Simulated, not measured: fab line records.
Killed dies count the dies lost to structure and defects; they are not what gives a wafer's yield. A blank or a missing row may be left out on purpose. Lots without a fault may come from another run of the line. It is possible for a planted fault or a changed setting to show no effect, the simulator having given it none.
Chamber matching :: flow n5 finfet :: N5_DUMMY_REMOVAL_HM_STRIP_01 on rie diel-06 has 4 sister chambers
The step strips SiNx in CH3F/O2, stops on poly-Si, target depth 4 nm, time 6.8 s. 8 wafers are shown with their chamber, then 11 later ones without.

## EACH WAFER AND ITS CHAMBER
wafer: L081.3
chamber: 2
showerhead plenum p Torr (Torr): 1.91
drypump motor current A (A): 5.5

wafer: L083.4
chamber: 1
showerhead plenum p Torr (Torr): 2.09
drypump motor current A (A): 6.4

wafer: L083.5
chamber: 0
showerhead plenum p Torr (Torr): 2.06
drypump motor current A (A): 5.8

wafer: L084.6
chamber: 0
showerhead plenum p Torr (Torr): 2.06
drypump motor current A (A): 5.8

wafer: L088.1
chamber: 3
showerhead plenum p Torr (Torr): 1.95
drypump motor current A (A): 5.9

wafer: L088.2
chamber: 1
showerhead plenum p Torr (Torr): 2.08
drypump motor current A (A): 6.3

wafer: L088.5
chamber: 3
showerhead plenum p Torr (Torr): 1.95
drypump motor current A (A): 5.9

wafer: L089.1
chamber: 2
showerhead plenum p Torr (Torr): 1.90
drypump motor current A (A): 5.5

## WAFERS WITHOUT THEIR CHAMBER
wafer: L089.4
showerhead plenum p Torr (Torr): 2.05
drypump motor current A (A): 5.8

wafer: L089.5
showerhead plenum p Torr (Torr): 1.95
drypump motor current A (A): 5.9

wafer: L090.2
showerhead plenum p Torr (Torr): 1.95
drypump motor current A (A): 5.9

wafer: L090.3
showerhead plenum p Torr (Torr): 1.90
drypump motor current A (A): 5.5

wafer: L090.5
showerhead plenum p Torr (Torr): 2.05
drypump motor current A (A): 5.8

wafer: L095.1
showerhead plenum p Torr (Torr): 2.08
drypump motor current A (A): 6.3

wafer: L095.4
showerhead plenum p Torr (Torr): 1.95
drypump motor current A (A): 5.9

wafer: L095.6
showerhead plenum p Torr (Torr): 2.05
drypump motor current A (A): 5.8

wafer: L091.3
showerhead plenum p Torr (Torr): 1.89
drypump motor current A (A): 5.4

wafer: L091.4
showerhead plenum p Torr (Torr): 1.95
drypump motor current A (A): 5.9

wafer: L091.5
showerhead plenum p Torr (Torr): 2.08
drypump motor current A (A): 6.3

## EACH ONE'S CHAMBER
wafer: L089.4
from the rows above: 0
in truth: 0

wafer: L089.5
from the rows above: 3
in truth: 3

wafer: L090.2
from the rows above: 3
in truth: 3

wafer: L090.3
from the rows above: 2
in truth: 2

wafer: L090.5
from the rows above: 0
in truth: 0

wafer: L095.1
from the rows above: 1
in truth: 1

wafer: L095.4
from the rows above: 3
in truth: 3

wafer: L095.6
from the rows above: 0
in truth: 0

wafer: L091.3
from the rows above: 2
in truth: 2

wafer: L091.4
from the rows above: 3
in truth: 3

wafer: L091.5
from the rows above: 1
in truth: 1
Placed correctly: 11 of 11. From these rows, 0 cannot be placed. Number placed wrongly: 0.
How it was worked out, from the rows above alone: a wafer's distance from a chamber is the root of the sum, over the readings, of the square of ((its reading less the chamber's mean) divided by the reading's scatter). The wafer belongs to the nearest chamber; if the next one is less than 2 further off, it can't be placed. Each chamber's mean is taken over the wafers shown for it. The scatter: the root of (the sum of the squares of (reading less its chamber's mean) over the shown wafers, divided by (wafers less chambers)).
